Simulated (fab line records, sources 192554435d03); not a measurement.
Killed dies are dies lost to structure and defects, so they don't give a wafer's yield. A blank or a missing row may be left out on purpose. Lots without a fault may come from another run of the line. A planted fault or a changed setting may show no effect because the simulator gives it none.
fab line records | flow n5_finfet
record lots=7 wafers=39
route steps=1938 shown WELL_APT@48 FIN_CUT@173 DUMMY_GATE@248 SD_EPI_N@275 HKMG_FIN@421 MOL_CONTACT_COAG@615 PASSIVATION@1936
start_h: hours from the record's first day to the start of the lot's first wafer shown | wait_h: hours since the lot's step before | " the same as in the row above | L1.1+2: a row that stands for several wafers | - no value, or no start given | * or withheld: withheld | < > ~ a bound
route shown NAME@n: a module of which the file shows steps, and the number in the route of the first | usual: mean/standard deviation of fault-free wafers | same: alike in all rows | chamber/n: place in a boat | sites: the reading at each site | _std_site: their standard deviation | _edge_site: outer sites' mean less inner sites' | radius_mm: how far each site lies from the wafer's centre | mask NAME#n: copy n | behind: the tool/chamber that last shaped the wafer | hold: why the lot was held/for how many hours/how that ended | device: the transistor (n, p or np) that didn't switch | end of line: the same wafers' tests at the end of the route | a step without rows: its recipe alone | killed: dies lost to structure and defects at the first sort, not the wafer's yield | map: a wafer's dies, x killed, . not, _ none there
set.NAME: the setting as run; set.NAME@STEP: as run at that earlier step | model.NAME: the simulator's own value behind a step, which no gauge read
lots whose settings were changed on purpose; a table a step, a row a wafer
## steps
# step N5_WELL_APT_IMPLANT_32
# recipe species=BF2 energy_kev=50 dose_cm2=2e+13 tilt_deg=0 rotation_deg=0
# step N5_FIN_CUT_CUT_ETCH_26
# recipe chemistry=CH3F/O2 target=SiNx target_depth_a=390 mask_material=SOC time_s=55.7 pressure_mtorr=30 source_w=395 bias_w=73 Ar_flow_sccm=150 CH3F_flow_sccm=30 O2_flow_sccm=20 ion_energy_ev=120
# step N5_DUMMY_GATE_ETCH_44
# recipe chemistry=HBr/O2 over_etch_frac=0.7 target_depth_a=1275 stop_on=SiO2 ion_energy_ev=60 bias_w=20 target=poly-Si mask_material=SiO2 pressure_mtorr=20 icp_w=400 HBr_flow_sccm=120 O2_flow_sccm=10
# step N5_SD_EPI_N_ETCH_35
# recipe chemistry=N2/H2 target=SOC overetch_a=1080 mask_material=SiARC temp_c=40 ion_energy_ev=100 source_w=3000 bias_w=133 pressure_mtorr=20 time_s=486 n2_flow_sccm=200 h2_flow_sccm=200
# step N5_HKMG_FIN_PWFM_ALD_03
# recipe material=TiN target_thk_a=20 temp_c=400 ald_precursor_family=TiCl4 ald_co_reactant=NH3 pulse_time_s=1 purge_time_s=3 co_reactant_purge_time_s=2 co_reactant_pulse_time_s=2 ald_cycles=91 pressure_torr=3
# step N5_HKMG_FIN_ALD_21
# recipe material=TiN target_thk_a=15 temp_c=400 ald_precursor_family=TiCl4 ald_co_reactant=NH3 pulse_time_s=1 purge_time_s=3 co_reactant_purge_time_s=2 co_reactant_pulse_time_s=2 ald_cycles=68 pressure_torr=3
# step N5_MOL_CONTACT_COAG_VIA_ETCH_117
# recipe chemistry=C4F6/O2 target_depth_a=400 overetch_a=80 mask_material=SOC target=SiO2 bias_w=455 pressure_mtorr=10 time_s=26 source_w=325 Ar_flow_sccm=300 C4F6_flow_sccm=10 O2_flow_sccm=10 ion_energy_ev=575.3 ends=end_point
# step N5_PASSIVATION_PROBE_49
# usual defect_limited_yield=91.2/1.3 killed_dies=104/16 sort_n_pass=1076/16 sort_yield_pct=91.2/1.3
# columns lot.wafer tool chamber start_h wait_h set.dose_cm2@WELL_APT_IMPLANT_32 set.source_w@FIN_CUT_CUT_ETCH_26 set.target_depth_a@DUMMY_GATE_ETCH_44 set.time_s@SD_EPI_N_ETCH_35 set.co_reactant_pulse_time_s@HKMG_FIN_PWFM_ALD_03 set.ald_cycles@HKMG_FIN_ALD_21 set.bias_w@MOL_CONTACT_COAG_VIA_ETCH_117 defect_limited_yield[%] killed_dies sort_n_pass sort_yield_pct[%]
L076.1 prober-02 - 306.04 0.0 2e+13 437 1275 486 2 63 455 93.6 76 1104 93.6
L076.2 prober-02 - 306.09 0.1 2e+13 395 1343 486 2 68 455 91.1 105 1075 91.1
L076.3 prober-02 - 306.14 0.1 2e+13 395 1275 376.8 2 63 383.2 0 1180 0 0
L076.4 prober-02 - 306.19 0.2 2e+13 395 1343 376.8 1.874 63 455 0 1180 0 0
L076.5 prober-02 - 306.24 0.2 2e+13 437 1343 376.8 1.874 68 383.2 3.6 1138 42 3.6
L076.6 prober-02 - 306.29 0.3 2e+13 437 1275 486 1.874 68 383.2 90.4 113 1067 90.4
L080.1 prober-01 - 317.22 0.0 2.105e+13 395 1275 486 2 68 455 92.9 84 1096 92.9
L080.2 prober-01 - 317.27 0.1 2e+13 395 1275 571.6 1.644 68 455 93.5 77 1103 93.5
L080.3 prober-01 - 317.32 0.1 2.105e+13 395 1275 571.6 2 68 400.8 91.8 97 1083 91.8
L080.4 prober-01 - 317.37 0.2 2.105e+13 395 1275 486 1.644 68 455 91.4 102 1078 91.4
L080.5 prober-01 - 317.42 0.2 2e+13 395 1275 486 2 68 400.8 91.3 103 1077 91.3
L080.6 prober-01 - 317.47 0.3 2e+13 395 1275 571.6 1.644 68 400.8 89.8 120 1060 89.8
L084.1 prober-02 - 335.61 0.0 2e+13 395 1224 397.2 2 68 455 37.5 737 443 37.5
L084.2 prober-02 - 335.66 0.1 2e+13 395 1275 486 2 68 403.9 89.2 127 1053 89.2
L084.3 prober-02 - 335.71 0.1 2e+13 395 1275 397.2 2 68 455 6.7 1101 79 6.7
L084.4 prober-02 - 335.76 0.2 2e+13 395 1224 397.2 2 68 403.9 19.9 945 235 19.9
L084.5 prober-02 - 335.81 0.2 2e+13 395 1275 486 2 68 455 87.8 144 1035 87.7
L084.6 prober-02 - 335.86 0.3 2e+13 395 1224 486 2 68 403.9 90.7 110 1070 90.7
L083.1 prober-02 - 338.61 0.0 2e+13 395 1224 486 2 68 455 91.4 101 1079 91.4
L083.2 prober-02 - 338.66 0.1 2.338e+13 395 1275 529.1 2 65 485.2 91.1 105 1075 91.1
L083.3 prober-02 - 338.71 0.1 2e+13 395 1224 486 2 65 485.2 90.5 112 1068 90.5
L083.4 prober-02 - 338.76 0.2 2e+13 395 1275 529.1 1.631 68 485.2 90.8 109 1070 90.7
L083.5 prober-02 - 338.81 0.2 2.338e+13 395 1275 486 1.631 68 455 89.2 127 1052 89.2
L083.6 prober-02 - 338.86 0.3 2.338e+13 395 1224 529.1 1.631 65 455 90.0 118 1062 90.0
L086.1 prober-02 - 364.53 0.0 2e+13 395 1275 486 2 68 455 93.1 82 1098 93.1
L086.2 prober-02 - 364.58 0.1 2e+13 395 1275 486 2 68 455 90.5 112 1068 90.5
L086.4 prober-02 - 364.68 0.2 2e+13 395 1275 486 2 68 455 92.0 94 1086 92.0
L092.1 prober-02 - 368.44 0.0 2e+13 395 1195 486 2 72 455 89.4 125 1055 89.4
L092.2 prober-02 - 368.49 0.1 2e+13 395 1195 383.6 1.848 72 455 0 1180 0 0
L092.3 prober-02 - 368.54 0.1 2e+13 369.3 1195 486 2 68 455 89.7 121 1059 89.7
L092.4 prober-02 - 368.59 0.2 2e+13 369.3 1275 486 1.848 68 455 90.2 116 1064 90.2
L092.5 prober-02 - 368.64 0.2 2e+13 369.3 1275 383.6 1.848 72 455 1.3 1165 15 1.3
L092.6 prober-02 - 368.69 0.3 2e+13 395 1275 383.6 2 68 455 0 1180 0 0
L091.1 prober-02 - 385.30 0.0 2e+13 443.2 1184 418.7 2 68 493.2 81.5 218 962 81.5
L091.2 prober-02 - 385.35 0.1 1.607e+13 395 1184 418.7 2 68 455 85.9 166 1014 85.9
L091.3 prober-02 - 385.40 0.1 1.607e+13 395 1275 486 2 68 493.2 92.9 84 1096 92.9
L091.4 prober-02 - 385.45 0.2 2e+13 395 1184 486 2 76 455 91.9 96 1084 91.9
L091.5 prober-02 - 385.50 0.2 2e+13 443.2 1275 486 2 76 455 93.4 78 1102 93.4
L091.6 prober-02 - 385.55 0.3 1.607e+13 443.2 1275 418.7 2 76 493.2 61.0 460 720 61.0
# killed by level:class
L076.1 STI_FIN_REVEAL:geometric_particle:open=8 MOL_CONTACT_COAG:geometric_particle:short=7 BEOL_M0_SAQP:geometric_particle:short=6 MOL_CONTACT_COAG:geometric_particle:open=5 BEOL_M5:geometric_particle:short=5 BEOL_M1:geometric_particle:open=4 BEOL_M4:geometric_particle:open=4 STARTING-WAFER:geometric_particle:short=4
L076.2 FIN_SAQP:geometric_particle:open=19 BEOL_M0_SAQP:geometric_particle:short=10 MOL_CONTACT_COAG:geometric_particle:open=9 FIN_SAQP:geometric_particle:short=6 STI_FIN_REVEAL:geometric_particle:open=5 DUMMY_GATE:geometric_particle:open=5 BEOL_M0_SAQP:geometric_particle:open=5 GATE_CUT:geometric_particle:open=4
L076.3 SD_EPI_N:area_etch=1079 BEOL_M1:geometric_particle:open=17 MOL_CONTACT_COAG:geometric_particle:open=11 FIN_SAQP:geometric_particle:open=6 DUMMY_GATE:geometric_particle:open=6 STI_FIN_REVEAL:geometric_particle:open=5 BEOL_M0_SAQP:geometric_particle:open=5 BEOL_M4:geometric_particle:open=5
L076.4 SD_EPI_N:area_etch=1066 FIN_SAQP:geometric_particle:open=18 MOL_CONTACT_COAG:geometric_particle:open=10 BEOL_M1:geometric_particle:open=8 BEOL_M0_SAQP:geometric_particle:short=7 BEOL_M0_SAQP:geometric_particle:open=6 FIN_SAQP:geometric_particle:short=5 ILD0:geometric_particle:short=5
L076.5 SD_EPI_N:area_etch=1014 BEOL_M1:geometric_particle:open=19 FIN_SAQP:geometric_particle:open=14 MOL_CONTACT_COAG:geometric_particle:open=10 BEOL_M0_SAQP:geometric_particle:open=10 MOL_CONTACT_COAG:geometric_particle:short=9 FIN_SAQP:geometric_particle:short=8 BEOL_M3:geometric_particle:open=6
L076.6 FIN_SAQP:geometric_particle:open=11 BEOL_M0_SAQP:geometric_particle:open=11 MOL_CONTACT_COAG:geometric_particle:open=9 BEOL_M1:geometric_particle:open=7 BEOL_M2:geometric_particle:open=6 DUMMY_GATE:geometric_particle:open=5 GATE_CUT:geometric_particle:short=5 STARTING-WAFER:geometric_particle:short=5
L080.1 FIN_SAQP:geometric_particle:short=9 BEOL_M1:geometric_particle:open=7 MOL_CONTACT_COAG:geometric_particle:open=6 BEOL_M2:geometric_particle:open=6 FIN_SAQP:geometric_particle:open=5 STI_FIN_REVEAL:geometric_particle:open=5 STARTING-WAFER:geometric_particle:open=5 BEOL_M4:geometric_particle:open=4
L080.2 MOL_CONTACT_COAG:geometric_particle:open=10 BEOL_M1:geometric_particle:open=7 FIN_SAQP:geometric_particle:short=6 BEOL_M4:geometric_particle:open=5 DUMMY_GATE:geometric_particle:open=4 BEOL_M2:geometric_particle:open=4 STARTING-WAFER:geometric_particle:open=4 FIN_SAQP:geometric_particle:open=3
L080.3 BEOL_M2:geometric_particle:open=9 FIN_SAQP:geometric_particle:short=8 BEOL_M4:geometric_particle:open=8 STI_FIN_REVEAL:geometric_particle:open=7 BEOL_M1:geometric_particle:open=7 BEOL_M0_SAQP:geometric_particle:short=6 BEOL_M3:geometric_particle:open=6 DUMMY_GATE:geometric_particle:open=5
L080.4 STI_FIN_REVEAL:geometric_particle:open=17 BEOL_M3:geometric_particle:open=7 BEOL_M1:geometric_particle:open=7 FIN_SAQP:geometric_particle:short=6 BEOL_M0_SAQP:geometric_particle:open=6 BEOL_M2:geometric_particle:open=6 GATE_CUT:geometric_particle:short=5 FIN_SAQP:geometric_particle:open=4
L080.5 MOL_CONTACT_COAG:geometric_particle:open=14 BEOL_M0_SAQP:geometric_particle:short=9 DUMMY_GATE:geometric_particle:open=7 BEOL_M3:geometric_particle:open=7 GATE_CUT:geometric_particle:short=6 BEOL_M4:geometric_particle:open=6 BEOL_M2:geometric_particle:open=5 STI_FIN_REVEAL:geometric_particle:open=4
L080.6 DUMMY_GATE:geometric_particle:open=21 MOL_CONTACT_COAG:geometric_particle:open=10 STI_FIN_REVEAL:geometric_particle:open=9 BEOL_M0_SAQP:geometric_particle:short=7 FIN_SAQP:geometric_particle:open=6 BEOL_M0_SAQP:geometric_particle:open=6 BEOL_M3:geometric_particle:open=6 BEOL_M5:geometric_particle:open=6
L084.1 SD_EPI_N:area_etch=624 MOL_CONTACT_COAG:geometric_particle:open=19 BEOL_M1:geometric_particle:open=14 BEOL_M0_SAQP:geometric_particle:open=7 MOL_CONTACT_COAG:geometric_particle:short=6 STARTING-WAFER:geometric_particle:open=6 STI_FIN_REVEAL:geometric_particle:open=5 BEOL_M4:geometric_particle:open=5
L084.2 MOL_CONTACT_COAG:geometric_particle:open=14 BEOL_M2:geometric_particle:open=11 BEOL_M4:geometric_particle:open=10 FIN_SAQP:geometric_particle:open=8 GATE_CUT:geometric_particle:open=7 BEOL_M3:geometric_particle:open=7 DUMMY_GATE:geometric_particle:open=6 GATE_CUT:geometric_particle:short=6
L084.3 SD_EPI_N:area_etch=986 MOL_CONTACT_COAG:geometric_particle:open=14 BEOL_M0_SAQP:geometric_particle:open=10 STI_FIN_REVEAL:geometric_particle:open=9 BEOL_M0_SAQP:geometric_particle:short=9 BEOL_M4:geometric_particle:open=8 FIN_SAQP:geometric_particle:short=6 BEOL_M1:geometric_particle:short=6
L084.4 SD_EPI_N:area_etch=849 FIN_SAQP:geometric_particle:open=10 MOL_CONTACT_COAG:geometric_particle:open=9 STI_FIN_REVEAL:geometric_particle:open=8 GATE_CUT:geometric_particle:short=7 BEOL_M1:geometric_particle:open=6 BEOL_M3:geometric_particle:open=6 FIN_SAQP:geometric_particle:short=5
L084.5 STI_FIN_REVEAL:geometric_particle:open=19 BEOL_M4:geometric_particle:open=13 FIN_SAQP:geometric_particle:open=12 BEOL_M0_SAQP:geometric_particle:short=12 BEOL_M0_SAQP:geometric_particle:open=12 BEOL_M1:geometric_particle:open=12 BEOL_M3:geometric_particle:open=8 MOL_CONTACT_COAG:geometric_particle:open=6
L084.6 MOL_CONTACT_COAG:geometric_particle:open=15 BEOL_M3:geometric_particle:open=11 STI_FIN_REVEAL:geometric_particle:open=8 BEOL_M4:geometric_particle:open=8 BEOL_M0_SAQP:geometric_particle:short=7 FIN_SAQP:geometric_particle:open=6 GATE_CUT:geometric_particle:short=6 MOL_CONTACT_COAG:geometric_particle:short=6
L083.1 BEOL_M1:geometric_particle:open=14 STI_FIN_REVEAL:geometric_particle:open=9 BEOL_M0_SAQP:geometric_particle:short=7 BEOL_M4:geometric_particle:open=7 STARTING-WAFER:geometric_particle:short=7 BEOL_M2:geometric_particle:open=6 BEOL_M0_SAQP:geometric_particle:open=5 MOL_CONTACT_COAG:geometric_particle:open=5
L083.2 FIN_SAQP:geometric_particle:open=8 FIN_SAQP:geometric_particle:short=8 BEOL_M0_SAQP:geometric_particle:open=8 BEOL_M1:geometric_particle:open=8 STI_FIN_REVEAL:geometric_particle:open=6 BEOL_M0_SAQP:geometric_particle:short=6 HKMG_FIN:area_etch=5 BEOL_M5:geometric_particle:open=4
L083.3 MOL_CONTACT_COAG:geometric_particle:open=12 BEOL_M0_SAQP:geometric_particle:short=9 BEOL_M3:geometric_particle:open=8 BEOL_M0_SAQP:geometric_particle:open=8 DUMMY_GATE:geometric_particle:open=7 BEOL_M1:geometric_particle:open=6 BEOL_M2:geometric_particle:open=6 FIN_SAQP:geometric_particle:short=5
L083.4 BEOL_M0_SAQP:geometric_particle:open=15 BEOL_M2:geometric_particle:open=9 STI_FIN_REVEAL:geometric_particle:open=8 BEOL_M4:geometric_particle:open=8 FIN_SAQP:geometric_particle:open=6 BEOL_M0_SAQP:geometric_particle:short=6 BEOL_M3:geometric_particle:open=6 MOL_CONTACT_COAG:geometric_particle:open=5
L083.5 BEOL_M0_SAQP:geometric_particle:open=13 STI_FIN_REVEAL:geometric_particle:open=11 BEOL_M2:geometric_particle:open=11 MOL_CONTACT_COAG:geometric_particle:open=9 FIN_SAQP:geometric_particle:short=8 BEOL_M4:geometric_particle:open=8 FIN_SAQP:geometric_particle:open=7 BEOL_M3:geometric_particle:open=7
L083.6 BEOL_M0_SAQP:geometric_particle:open=15 BEOL_M0_SAQP:geometric_particle:short=13 FIN_SAQP:geometric_particle:open=10 MOL_CONTACT_COAG:geometric_particle:open=9 DUMMY_GATE:geometric_particle:open=7 BEOL_M1:geometric_particle:open=7 FIN_SAQP:geometric_particle:short=5 MOL_CONTACT_COAG:geometric_particle:short=5
L086.1 BEOL_M3:geometric_particle:open=10 MOL_CONTACT_COAG:geometric_particle:open=8 BEOL_M0_SAQP:geometric_particle:short=8 GATE_CUT:geometric_particle:short=5 MOL_CONTACT_COAG:geometric_particle:short=5 BEOL_M1:geometric_particle:open=5 BEOL_M4:geometric_particle:open=4 STARTING-WAFER:geometric_particle:short=4
L086.2 STI_FIN_REVEAL:geometric_particle:open=13 GATE_CUT:geometric_particle:short=10 BEOL_M2:geometric_particle:open=9 FIN_SAQP:geometric_particle:short=8 BEOL_M3:geometric_particle:open=8 BEOL_M0_SAQP:geometric_particle:open=7 GATE_CUT:geometric_particle:open=6 BEOL_M1:geometric_particle:open=5
L086.4 GATE_CUT:geometric_particle:short=11 BEOL_M0_SAQP:geometric_particle:open=10 BEOL_M3:geometric_particle:open=10 GATE_CUT:geometric_particle:open=8 MOL_CONTACT_COAG:geometric_particle:open=8 BEOL_M4:geometric_particle:open=6 BEOL_M0_SAQP:geometric_particle:short=4 FIN_SAQP:geometric_particle:open=3
L092.1 BEOL_M0_SAQP:geometric_particle:open=19 BEOL_M0_SAQP:geometric_particle:short=18 BEOL_M4:geometric_particle:open=10 MOL_CONTACT_COAG:geometric_particle:open=7 BEOL_M1:geometric_particle:open=7 BEOL_M2:geometric_particle:open=6 STI_FIN_REVEAL:geometric_particle:open=5 DUMMY_GATE:geometric_particle:open=5
L092.2 SD_EPI_N:area_etch=1074 BEOL_M0_SAQP:geometric_particle:open=13 BEOL_M0_SAQP:geometric_particle:short=11 MOL_CONTACT_COAG:geometric_particle:open=10 STI_FIN_REVEAL:geometric_particle:open=8 FIN_SAQP:geometric_particle:short=7 BEOL_M1:geometric_particle:open=7 GATE_CUT:geometric_particle:short=6
L092.3 BEOL_M0_SAQP:geometric_particle:open=11 HKMG_FIN:area_etch=11 BEOL_M3:geometric_particle:open=10 BEOL_M1:geometric_particle:open=9 BEOL_M0_SAQP:geometric_particle:short=7 DUMMY_GATE:geometric_particle:open=6 BEOL_M4:geometric_particle:short=6 BEOL_M2:geometric_particle:open=5
L092.4 DUMMY_GATE:geometric_particle:open=12 BEOL_M1:geometric_particle:open=11 MOL_CONTACT_COAG:geometric_particle:open=10 BEOL_M0_SAQP:geometric_particle:open=9 MOL_CONTACT_COAG:geometric_particle:short=7 BEOL_M0_SAQP:geometric_particle:short=7 BEOL_M3:geometric_particle:open=6 BEOL_M1:geometric_particle:short=5
L092.5 SD_EPI_N:area_etch=1077 BEOL_M1:geometric_particle:open=13 BEOL_M4:geometric_particle:open=9 BEOL_M0_SAQP:geometric_particle:open=9 MOL_CONTACT_COAG:geometric_particle:open=7 FIN_SAQP:geometric_particle:short=5 BEOL_M0_SAQP:geometric_particle:short=5 STI_FIN_REVEAL:geometric_particle:open=4
L092.6 SD_EPI_N:area_etch=1067 BEOL_M0_SAQP:geometric_particle:open=12 BEOL_M0_SAQP:geometric_particle:short=9 STI_FIN_REVEAL:geometric_particle:open=8 BEOL_M1:geometric_particle:open=7 BEOL_M4:geometric_particle:open=7 DUMMY_GATE:geometric_particle:open=6 MOL_CONTACT_COAG:geometric_particle:open=6
L091.1 SD_EPI_N:area_etch=109 FIN_SAQP:geometric_particle:short=14 MOL_CONTACT_COAG:geometric_particle:open=13 FIN_SAQP:geometric_particle:open=6 BEOL_M2:geometric_particle:open=6 BEOL_M4:geometric_particle:open=6 GATE_CUT:geometric_particle:open=5 BEOL_M0_SAQP:geometric_particle:open=5
L091.2 SD_EPI_N:area_etch=76 MOL_CONTACT_COAG:geometric_particle:open=10 BEOL_M3:geometric_particle:open=8 BEOL_M2:geometric_particle:open=7 FIN_SAQP:geometric_particle:short=6 STARTING-WAFER:geometric_particle:open=6 FIN_SAQP:geometric_particle:open=5 DUMMY_GATE:geometric_particle:open=5
L091.3 BEOL_M3:geometric_particle:open=13 MOL_CONTACT_COAG:geometric_particle:open=7 DUMMY_GATE:geometric_particle:open=6 FIN_SAQP:geometric_particle:short=5 STI_FIN_REVEAL:geometric_particle:open=5 BEOL_M0_SAQP:geometric_particle:open=4 BEOL_M0_SAQP:geometric_particle:short=4 BEOL_M3:geometric_particle:short=4
L091.4 BEOL_M2:geometric_particle:open=11 BEOL_M1:geometric_particle:open=9 MOL_CONTACT_COAG:geometric_particle:open=7 BEOL_M4:geometric_particle:open=7 FIN_SAQP:geometric_particle:open=6 DUMMY_GATE:geometric_particle:open=6 BEOL_M3:geometric_particle:open=6 BEOL_M3:geometric_particle:short=6
L091.5 BEOL_M0_SAQP:geometric_particle:short=9 FIN_SAQP:geometric_particle:short=6 FIN_SAQP:geometric_particle:open=5 BEOL_M0_SAQP:geometric_particle:open=5 MOL_CONTACT_COAG:geometric_particle:open=5 GATE_CUT:geometric_particle:short=4 BEOL_M2:geometric_particle:open=4 STI_FIN_REVEAL:geometric_particle:open=3
L091.6 SD_EPI_N:area_etch=368 FIN_SAQP:geometric_particle:short=10 FIN_SAQP:geometric_particle:open=10 BEOL_M4:geometric_particle:open=8 DUMMY_GATE:geometric_particle:open=6 MOL_CONTACT_COAG:geometric_particle:open=6 BEOL_M2:geometric_particle:open=5 STARTING-WAFER:geometric_particle:short=4
## key
split step=N5_WELL_APT_IMPLANT_32 setting=dose_cm2 stated_as=2e+13
response none clear
split step=N5_FIN_CUT_CUT_ETCH_26 setting=source_w stated_as=395
response none clear
split step=N5_DUMMY_GATE_ETCH_44 setting=target_depth_a stated_as=1275
response none clear
split step=N5_SD_EPI_N_ETCH_35 setting=time_s stated_as=486
response step=N5_PASSIVATION_PROBE_49 reading=sort_n_pass slope=+34.5 per=1% together_with=all explained=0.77
response step=N5_PASSIVATION_PROBE_49 reading=sort_yield_pct slope=+2.93 per=1% together_with=all explained=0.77
response step=N5_PASSIVATION_PROBE_49 reading=defect_limited_yield slope=+2.93 per=1% together_with=all explained=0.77
response step=N5_PASSIVATION_PROBE_49 reading=killed_dies slope=-34.5 per=1% together_with=all explained=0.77
split step=N5_HKMG_FIN_PWFM_ALD_03 setting=co_reactant_pulse_time_s stated_as=2
response none clear
split step=N5_HKMG_FIN_ALD_21 setting=ald_cycles stated_as=68
response none clear
split step=N5_MOL_CONTACT_COAG_VIA_ETCH_117 setting=bias_w stated_as=455
response none clear
